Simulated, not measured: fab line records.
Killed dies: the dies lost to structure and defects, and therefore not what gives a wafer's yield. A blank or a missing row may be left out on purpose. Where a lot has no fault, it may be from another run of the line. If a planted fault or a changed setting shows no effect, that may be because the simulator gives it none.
Matching of chambers	flow n5Finfet	N5_HKMG_FIN_ETCH_35 on rieDiel-04 has 4 sister chambers
The step etches SOC in N2/H2, target depth 215.8 nm, time 243.4 s. 4 wafers are shown with their chamber, then 9 later ones without.

== WAFERS WITH THEIR CHAMBER ==
wafer	chamber	showerheadPlenumPTorr (Torr)
L082.1	0	2.57
L087.2	3	2.42
L086.3	2	2.59
L086.6	1	2.63

== WAFERS WHOSE CHAMBER IS MISSING ==
wafer	showerheadPlenumPTorr (Torr)
L091.2	2.42
L091.4	2.58
L091.6	2.58
L095.2	2.55
L095.3	2.42
L095.4	2.58
L097.1	2.62
L097.2	2.42
L097.3	2.55

== WHICH CHAMBER EACH ONE RAN IN ==
wafer	from the rows above	in truth
L091.2	3	3
L091.4	can't be placed: 2 or 0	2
L091.6	can't be placed: 2 or 0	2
L095.2	can't be placed: 0 or 2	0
L095.3	3	3
L095.4	can't be placed: 2 or 0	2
L097.1	can't be placed: 1 or 2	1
L097.2	3	3
L097.3	can't be placed: 0 or 2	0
Correctly placed: 3 of 9. Cannot be placed on the basis of these rows: 6; the candidates contain the true chamber in 6. Placed wrongly: 0.
How it was worked out, from the rows above alone: a wafer's distance from a chamber is the root of the sum, over the readings, of the square of ((its reading less the chamber's mean) divided by the reading's scatter). If the next closest chamber is less than 2 further off than the closest, the wafer can't be placed; otherwise it belongs to the closest. A chamber's mean is the mean of its shown wafers. The scatter (one wafer shown for each chamber): square how far every hidden wafer sits from the nearest shown wafer, average those squares and take the square root.
